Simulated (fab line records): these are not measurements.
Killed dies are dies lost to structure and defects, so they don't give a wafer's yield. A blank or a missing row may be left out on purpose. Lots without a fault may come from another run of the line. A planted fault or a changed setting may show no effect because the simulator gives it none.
Matching of chambers    flow n5Finfet    3 sister chambers for N5_BEOL_M4_DEP_57 on pecvd-01
The step deposits SiCN from 3MS/NH3, target thk 8 nm, time 14 s. 3 wafers are shown with their chamber, then 11 later ones without.

## WAFERS PAIRED WITH THEIR CHAMBERS
wafer   chamber  showerheadPlenumPTorr (Torr)
L087.1  0        3.628
L087.3  1        3.648
L090.3  2        3.665

## WAFERS WITHOUT THEIR CHAMBER
wafer   showerheadPlenumPTorr (Torr)
L090.4  3.644
L090.6  3.639
L095.3  3.656
L095.4  3.645
L095.5  3.650
L094.1  3.662
L094.3  3.658
L094.5  3.652
L097.1  3.656
L097.3  3.639
L097.5  3.649

## THE CHAMBER EACH PASSED THROUGH
wafer    from the rows above       in truth
L090.4   1                         1
L090.6   can't be placed: 1 or 0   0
L095.3   can't be placed: 1 or 2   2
L095.4   1                         1
L095.5   1                         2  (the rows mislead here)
L094.1   can't be placed: 2 or 1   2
L094.3   can't be placed: 2 or 1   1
L094.5   can't be placed: 1 or 2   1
L097.1   can't be placed: 1 or 2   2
L097.3   can't be placed: 1 or 0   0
L097.5   1                         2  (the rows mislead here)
Placed correctly: 2 of 11. Cannot be placed on the basis of these rows: 7; the candidates contain the true chamber in 7. Placed wrongly: 2.
How it was worked out, from the rows above alone: a wafer's distance from a chamber is the root of the sum, over the readings, of the square of ((its reading less the chamber's mean) divided by the reading's scatter). If the next closest chamber is less than 2 further off than the closest, the wafer can't be placed; otherwise it belongs to the closest. For every chamber, the mean is computed from those of its wafers that are shown. The scatter: root of mean squared gap, hidden wafer to nearest shown wafer, with one shown wafer a chamber.
